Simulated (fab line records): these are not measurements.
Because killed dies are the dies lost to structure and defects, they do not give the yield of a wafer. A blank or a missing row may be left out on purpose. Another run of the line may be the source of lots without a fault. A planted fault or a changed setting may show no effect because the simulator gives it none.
Chamber matching + flow nand-harc + 4 sister chambers for NHARC_P_M1_STRIP_18 on rie-diel-07
The step strips in N2/H2. 27 wafers are shown with their chamber, then 12 later ones without.

== WAFERS WITH THEIR CHAMBER ==
| wafer  | chamber | showerhead-plenum-p-Torr (Torr) | drypump-motor-current-A (A) | oes-product-au (a.u.) |
|--------|---------|---------------------------------|-----------------------------|-----------------------|
| L075.2 | 2       | 1.94                            | 6.18                        | 1.004                 |
| L075.5 | 3       | 2.13                            | 5.83                        | 0.988                 |
| L075.6 | 0       | 2.04                            | 5.40                        | 0.991                 |
| L076.2 | 3       | 2.13                            | 5.84                        | 0.984                 |
| L076.3 | 1       | 2.09                            | 6.00                        | 1.025                 |
| L076.6 | 1       | 2.09                            | 6.00                        | 1.033                 |
| L079.1 | 0       | 2.04                            | 5.42                        | 0.991                 |
| L079.3 | 2       | 1.94                            | 6.18                        | 0.984                 |
| L079.6 | 2       | 1.94                            | 6.19                        | 0.982                 |
| L081.1 | 1       | 2.09                            | 6.01                        | 1.009                 |
| L081.3 | 0       | 2.04                            | 5.41                        | 0.989                 |
| L081.5 | 3       | 2.13                            | 5.81                        | 0.968                 |
| L085.3 | 1       | 2.09                            | 6.00                        | 1.023                 |
| L085.5 | 0       | 2.04                            | 5.43                        | 0.995                 |
| L085.6 | 1       | 2.09                            | 6.00                        | 1.017                 |
| L086.1 | 0       | 2.04                            | 5.40                        | 0.999                 |
| L086.4 | 3       | 2.12                            | 5.81                        | 0.978                 |
| L086.6 | 2       | 1.94                            | 6.15                        | 0.982                 |
| L087.1 | 2       | 1.94                            | 6.18                        | 0.980                 |
| L087.4 | 1       | 2.09                            | 6.00                        | 1.018                 |
| L087.6 | 0       | 2.04                            | 5.40                        | 0.975                 |
| L093.2 | 0       | 2.03                            | 5.42                        | 1.003                 |
| L093.3 | 1       | 2.09                            | 6.02                        | 1.001                 |
| L093.6 | 2       | 1.94                            | 6.19                        | 1.002                 |
| L094.1 | 1       | 2.09                            | 5.99                        | 1.014                 |
| L094.3 | 2       | 1.94                            | 6.19                        | 0.993                 |
| L094.4 | 0       | 2.03                            | 5.42                        | 0.987                 |

SIGNATURES, as means of the wafers listed above
| reading                  | chamber 0 | chamber 1 | chamber 2 | chamber 3 | scatter within a chamber |
|--------------------------|-----------|-----------|-----------|-----------|--------------------------|
| showerhead-plenum-p-Torr | 2.0375    | 2.0900    | 1.9400    | 2.1275    | 0.00313                  |
| drypump-motor-current-A  | 5.4125    | 6.0025    | 6.1800    | 5.8225    | 0.0121                   |
| oes-product-au           | 0.99125   | 1.01750   | 0.98957   | 0.97950   | 0.00938                  |
Rule: distance of a wafer from a chamber = root of the sum over the readings of ((wafer's reading minus chamber's mean) / reading's scatter) squared. The wafer belongs to the nearest chamber; if the next one is less than 2 further off, it can't be placed. The scatter: take each reading less its chamber's mean, square it, sum over the shown wafers, divide by the number of wafers less the number of chambers, and take the root.

== WAFERS WHOSE CHAMBER IS MISSING ==
| wafer  | showerhead-plenum-p-Torr (Torr) | drypump-motor-current-A (A) | oes-product-au (a.u.) |
|--------|---------------------------------|-----------------------------|-----------------------|
| L096.1 | 2.09                            | 6.01                        | 0.995                 |
| L096.2 | 1.94                            | 6.19                        | 0.992                 |
| L096.4 | 2.03                            | 5.42                        | 0.998                 |
| L096.3 | 2.12                            | 5.84                        | 0.989                 |
| L096.5 | 2.03                            | 5.42                        | 0.991                 |
| L096.6 | 2.09                            | 5.98                        | 1.006                 |
| L095.2 | 1.94                            | 6.19                        | 1.000                 |
| L095.3 | 2.03                            | 5.42                        | 0.998                 |
| L095.5 | 2.09                            | 5.99                        | 1.002                 |
| L097.1 | 1.94                            | 6.18                        | 1.000                 |
| L097.3 | 2.09                            | 6.00                        | 1.007                 |
| L097.4 | 2.03                            | 5.41                        | 0.994                 |

== WHICH CHAMBER EACH ONE RAN IN ==
| wafer  | from the rows above | in truth |
|--------|---------------------|----------|
| L096.1 | 1                   | 1        |
| L096.2 | 2                   | 2        |
| L096.4 | 0                   | 0        |
| L096.3 | 3                   | 3        |
| L096.5 | 0                   | 0        |
| L096.6 | 1                   | 1        |
| L095.2 | 2                   | 2        |
| L095.3 | 0                   | 0        |
| L095.5 | 1                   | 1        |
| L097.1 | 2                   | 2        |
| L097.3 | 1                   | 1        |
| L097.4 | 0                   | 0        |
Correct placement for 12 of the 12. Number that these rows cannot place: 0. Placed wrongly: 0.
